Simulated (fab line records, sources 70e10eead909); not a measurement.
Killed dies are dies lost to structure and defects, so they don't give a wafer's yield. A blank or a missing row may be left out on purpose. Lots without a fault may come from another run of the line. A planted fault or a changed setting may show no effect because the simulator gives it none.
Chamber matching | flow nand_harc | NHARC_P_CONTACT_ALD_22 on ald_metal-01: 4 sister chambers
The step deposits TiN, target thk 3 nm, pulse time 1 s, ald cycles 150. 18 wafers are shown with their chamber, then 9 later ones without.

WAFERS WITH THEIR CHAMBER
wafer  | chamber | heater_power_w (W) | precursor_pulse_height_rel
L075.1 | 0       | 970                | 1.008
L075.5 | 2       | 1057               | 0.987
L075.6 | 3       | 1154               | 1.018
L077.2 | 2       | 1113               | 0.971
L077.5 | 0       | 960                | 1.006
L077.6 | 1       | 1044               | 0.984
L078.1 | 2       | 1074               | 1.024
L078.3 | 3       | 1166               | 0.998
L078.5 | 1       | 1042               | 1.023
L083.1 | 0       | 928                | 1.007
L083.4 | 2       | 1079               | 0.996
L083.6 | 3       | 1157               | 0.973
L086.1 | 1       | 1017               | 1.033
L086.4 | 2       | 1097               | 1.011
L086.6 | 0       | 927                | 0.986
L090.1 | 3       | 1122               | 1.014
L090.3 | 1       | 987                | 1.029
L090.6 | 3       | 1142               | 1.029

SIGNATURES (means of the wafers above)
reading                    | chamber 0 | chamber 1 | chamber 2 | chamber 3 | scatter within a chamber
heater_power_w             | 946.25    | 1022.50   | 1084.00   | 1148.20   | 21.7
precursor_pulse_height_rel | 1.00175   | 1.01725   | 0.99780   | 1.00640   | 0.0197
Rule: a wafer's distance from a chamber is the root of the sum, over the readings, of the square of ((its reading less the chamber's mean) divided by the reading's scatter). The wafer belongs to the nearest chamber; if the next one is less than 2 further off, it can't be placed. The scatter: the root of (the sum of the squares of (reading less its chamber's mean) over the shown wafers, divided by (wafers less chambers)).

WAFERS WITHOUT THEIR CHAMBER
wafer  | heater_power_w (W) | precursor_pulse_height_rel
L092.1 | 1003               | 1.001
L092.2 | 1030               | 0.967
L092.5 | 925                | 1.009
L093.3 | 915                | 0.990
L093.5 | 1129               | 1.004
L093.6 | 928                | 1.008
L096.1 | 1044               | 1.020
L096.5 | 1088               | 1.033
L096.6 | 985                | 1.023

WHICH CHAMBER EACH WENT THROUGH
wafer  | from the rows above          | in truth
L092.1 | can't be placed: 1 or 0      | 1
L092.2 | can't be placed: 1 or 2 or 0 | 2
L092.5 | 0                            | 0
L093.3 | 0                            | 0
L093.5 | can't be placed: 3 or 2      | 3
L093.6 | 0                            | 0
L096.1 | can't be placed: 1 or 2      | 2
L096.5 | can't be placed: 2 or 3 or 1 | 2
L096.6 | can't be placed: 1 or 0      | 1
Placed correctly: 3 of 9. Can't be placed from these rows: 6 (the true chamber is among the candidates in 6). Placed wrongly: 0.
